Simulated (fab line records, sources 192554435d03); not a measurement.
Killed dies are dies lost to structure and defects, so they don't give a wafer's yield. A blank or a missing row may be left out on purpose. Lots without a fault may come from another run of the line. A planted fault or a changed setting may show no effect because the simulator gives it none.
Chamber matching | flow n5_finfet | N5_BEOL_M7_STRIP_67 on rie_diel-01: 4 sister chambers
The step strips in CF4. 18 wafers are shown with their chamber, then 9 later ones without.

WAFERS WITH THEIR CHAMBER
wafer  | chamber | throttle_valve_pct (%) | showerhead_plenum_p_Torr (Torr) | oes_product_au (a.u.)
L076.1 | 2       | 13.8                   | 1.78                            | 0.73
L076.4 | 2       | 13.7                   | 1.78                            | 0.72
L076.6 | 0       | 13.5                   | 1.88                            | 0.83
L075.1 | 3       | 13.7                   | 1.87                            | 0.70
L075.2 | 2       | 13.8                   | 1.77                            | 0.71
L075.3 | 0       | 13.5                   | 1.88                            | 0.82
L075.4 | 0       | 13.5                   | 1.88                            | 0.82
L075.5 | 3       | 13.7                   | 1.87                            | 0.69
L075.6 | 2       | 13.7                   | 1.78                            | 0.72
L081.3 | 3       | 13.7                   | 1.87                            | 0.69
L081.5 | 3       | 13.7                   | 1.86                            | 0.69
L081.6 | 0       | 13.5                   | 1.88                            | 0.81
L082.1 | 2       | 13.8                   | 1.77                            | 0.72
L082.2 | 0       | 13.5                   | 1.88                            | 0.81
L082.5 | 3       | 13.7                   | 1.86                            | 0.68
L083.2 | 1       | 13.0                   | 1.75                            | 0.94
L083.3 | 2       | 13.8                   | 1.77                            | 0.71
L083.4 | 3       | 13.7                   | 1.86                            | 0.69

SIGNATURES (means of the wafers above)
reading                  | chamber 0 | chamber 1 | chamber 2 | chamber 3 | scatter within a chamber
throttle_valve_pct       | 13.500    | 13.000    | 13.767    | 13.700    | 0.0309
showerhead_plenum_p_Torr | 1.8800    | 1.7500    | 1.7750    | 1.8650    | 0.00463
oes_product_au           | 0.8180    | 0.9400    | 0.7183    | 0.6900    | 0.00738
Rule: a wafer's distance from a chamber is the root of the sum, over the readings, of the square of ((its reading less the chamber's mean) divided by the reading's scatter). The wafer belongs to the nearest chamber; if the next one is less than 2 further off, it can't be placed. The scatter: the root of (the sum of the squares of (reading less its chamber's mean) over the shown wafers, divided by (wafers less chambers)).

WAFERS WITHOUT THEIR CHAMBER
wafer  | throttle_valve_pct (%) | showerhead_plenum_p_Torr (Torr) | oes_product_au (a.u.)
L084.1 | 13.8                   | 1.77                            | 0.71
L084.2 | 13.0                   | 1.75                            | 0.93
L084.3 | 13.7                   | 1.86                            | 0.69
L094.3 | 13.5                   | 1.87                            | 0.78
L094.4 | 13.0                   | 1.74                            | 0.90
L094.5 | 13.6                   | 1.87                            | 0.79
L097.1 | 13.6                   | 1.87                            | 0.78
L097.2 | 13.8                   | 1.86                            | 0.67
L097.5 | 13.6                   | 1.87                            | 0.78

WHICH CHAMBER EACH WENT THROUGH
wafer  | from the rows above | in truth
L084.1 | 2                   | 2
L084.2 | 1                   | 1
L084.3 | 3                   | 3
L094.3 | 0                   | 0
L094.4 | 1                   | 1
L094.5 | 0                   | 0
L097.1 | 0                   | 0
L097.2 | 3                   | 3
L097.5 | 0                   | 0
Placed correctly: 9 of 9. Can't be placed from these rows: 0. Placed wrongly: 0.
